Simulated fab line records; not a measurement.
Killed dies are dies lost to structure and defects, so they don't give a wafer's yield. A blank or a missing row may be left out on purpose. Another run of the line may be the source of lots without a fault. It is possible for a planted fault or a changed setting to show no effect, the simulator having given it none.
Chamber matching + flow n5_finfet + rie_diel-01 running N5_MOL_CONTACT_COAG_ETCH_59: 4 sister chambers
The step etches underlayer in N2/H2, target depth 13 nm, time 10.4 s. 20 wafers are shown with their chamber, then 10 later ones without.

== WAFERS PAIRED WITH THEIR CHAMBERS ==
| wafer  | chamber | drypump_motor_current_A (A) | showerhead_plenum_p_Torr (Torr) | rf_vpp_V (V) |
|--------|---------|-----------------------------|---------------------------------|--------------|
| L074.1 | 1       | 5.9                         | 2.68                            | 527.2        |
| L074.3 | 2       | 6.2                         | 2.60                            | 525.7        |
| L074.5 | 1       | 5.9                         | 2.68                            | 527.7        |
| L077.1 | 2       | 6.2                         | 2.59                            | 525.3        |
| L077.3 | 3       | 5.2                         | 2.40                            | 519.1        |
| L077.5 | 2       | 6.2                         | 2.59                            | 526.3        |
| L079.3 | 2       | 6.2                         | 2.59                            | 525.8        |
| L079.4 | 0       | 6.2                         | 2.55                            | 523.8        |
| L079.6 | 0       | 6.2                         | 2.55                            | 524.5        |
| L080.1 | 2       | 6.2                         | 2.59                            | 525.5        |
| L080.2 | 3       | 5.1                         | 2.39                            | 520.4        |
| L080.6 | 1       | 5.9                         | 2.67                            | 526.8        |
| L082.2 | 0       | 6.2                         | 2.54                            | 524.4        |
| L082.4 | 1       | 5.9                         | 2.67                            | 525.9        |
| L082.6 | 0       | 6.2                         | 2.54                            | 525.0        |
| L089.2 | 2       | 6.2                         | 2.58                            | 526.1        |
| L089.4 | 1       | 6.0                         | 2.66                            | 529.1        |
| L089.6 | 2       | 6.2                         | 2.58                            | 524.6        |
| L090.1 | 1       | 5.9                         | 2.65                            | 528.7        |
| L090.5 | 0       | 6.2                         | 2.53                            | 524.5        |

SIGNATURES (averages over the wafers above)
| reading                  | chamber 0 | chamber 1 | chamber 2 | chamber 3 | scatter within a chamber |
|--------------------------|-----------|-----------|-----------|-----------|--------------------------|
| drypump_motor_current_A  | 6.200     | 5.917     | 6.200     | 5.150     | 0.0289                   |
| showerhead_plenum_p_Torr | 2.5420    | 2.6683    | 2.5886    | 2.3950    | 0.00901                  |
| rf_vpp_V                 | 524.440   | 527.567   | 525.614   | 519.750   | 0.815                    |
Rule: a wafer's distance from a chamber is the root of the sum, over the readings, of the square of ((its reading less the chamber's mean) divided by the reading's scatter). The wafer belongs to the nearest chamber; if the next one is less than 2 further off, it can't be placed. The scatter is the square root of a quotient: the sum, over the shown wafers, of each reading's squared deviation from its chamber's mean, divided by wafers minus chambers.

== WAFERS WITH NO CHAMBER GIVEN ==
| wafer  | drypump_motor_current_A (A) | showerhead_plenum_p_Torr (Torr) | rf_vpp_V (V) |
|--------|-----------------------------|---------------------------------|--------------|
| L090.6 | 5.9                         | 2.66                            | 526.0        |
| L093.3 | 6.2                         | 2.53                            | 524.1        |
| L093.4 | 6.2                         | 2.58                            | 524.0        |
| L093.5 | 6.2                         | 2.53                            | 525.5        |
| L094.4 | 6.2                         | 2.53                            | 524.3        |
| L094.5 | 6.2                         | 2.53                            | 525.5        |
| L094.6 | 5.1                         | 2.70                            | 528.2        |
| L097.1 | 6.2                         | 2.58                            | 526.4        |
| L097.4 | 5.9                         | 2.65                            | 525.9        |
| L097.5 | 5.9                         | 2.65                            | 527.6        |

== EACH ONE'S CHAMBER ==
| wafer  | from the rows above | in truth                   |
|--------|---------------------|----------------------------|
| L090.6 | 1                   | 1                          |
| L093.3 | 0                   | 0                          |
| L093.4 | 2                   | 2                          |
| L093.5 | 0                   | 0                          |
| L094.4 | 0                   | 0                          |
| L094.5 | 0                   | 0                          |
| L094.6 | 1                   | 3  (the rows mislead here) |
| L097.1 | 2                   | 2                          |
| L097.4 | 1                   | 1                          |
| L097.5 | 1                   | 1                          |
Correct placement for 9 of the 10. Can't be placed from these rows: 0. Placed wrongly: 1.
